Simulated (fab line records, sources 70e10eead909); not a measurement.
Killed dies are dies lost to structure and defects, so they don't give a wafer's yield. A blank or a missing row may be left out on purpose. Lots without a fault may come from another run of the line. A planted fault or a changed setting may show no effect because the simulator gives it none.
Chamber matching | flow nand_harc | NHARC_P_M2_STRIP_18 on rie_diel-07: 4 sister chambers
The step strips in N2/H2. 8 wafers are shown with their chamber, then 9 later ones without.

WAFERS WITH THEIR CHAMBER
wafer  | chamber | drypump_motor_current_A (A) | oes_product_au (a.u.)
L085.2 | 3       | 5.9                         | 0.996
L085.6 | 0       | 6.8                         | 0.983
L087.3 | 2       | 6.0                         | 0.999
L087.5 | 0       | 6.8                         | 0.971
L087.6 | 1       | 5.9                         | 0.997
L088.1 | 1       | 5.9                         | 0.995
L088.4 | 3       | 6.0                         | 1.000
L088.5 | 2       | 6.0                         | 1.003

WAFERS WITHOUT THEIR CHAMBER
wafer  | drypump_motor_current_A (A) | oes_product_au (a.u.)
L092.2 | 6.0                         | 0.999
L092.5 | 6.0                         | 1.007
L092.6 | 6.0                         | 0.999
L093.1 | 6.0                         | 0.997
L093.2 | 6.8                         | 1.003
L093.4 | 6.0                         | 0.989
L096.2 | 5.9                         | 1.003
L096.3 | 6.0                         | 0.992
L096.5 | 5.9                         | 0.999

WHICH CHAMBER EACH WENT THROUGH
wafer  | from the rows above          | in truth
L092.2 | can't be placed: 2 or 3      | 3
L092.5 | can't be placed: 2 or 3      | 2
L092.6 | can't be placed: 2 or 3      | 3
L093.1 | can't be placed: 2 or 3 or 1 | 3
L093.2 | 0                            | 0
L093.4 | can't be placed: 3 or 2 or 1 | 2
L096.2 | can't be placed: 1 or 3 or 2 | 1
L096.3 | can't be placed: 2 or 3 or 1 | 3
L096.5 | can't be placed: 1 or 3      | 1
Placed correctly: 1 of 9. Can't be placed from these rows: 8 (the true chamber is among the candidates in 8). Placed wrongly: 0.
How it was worked out, from the rows above alone: a wafer's distance from a chamber is the root of the sum, over the readings, of the square of ((its reading less the chamber's mean) divided by the reading's scatter). The wafer belongs to the nearest chamber; if the next one is less than 2 further off, it can't be placed. A chamber's mean is the mean of its shown wafers. The scatter: the root of (the sum of the squares of (reading less its chamber's mean) over the shown wafers, divided by (wafers less chambers)).
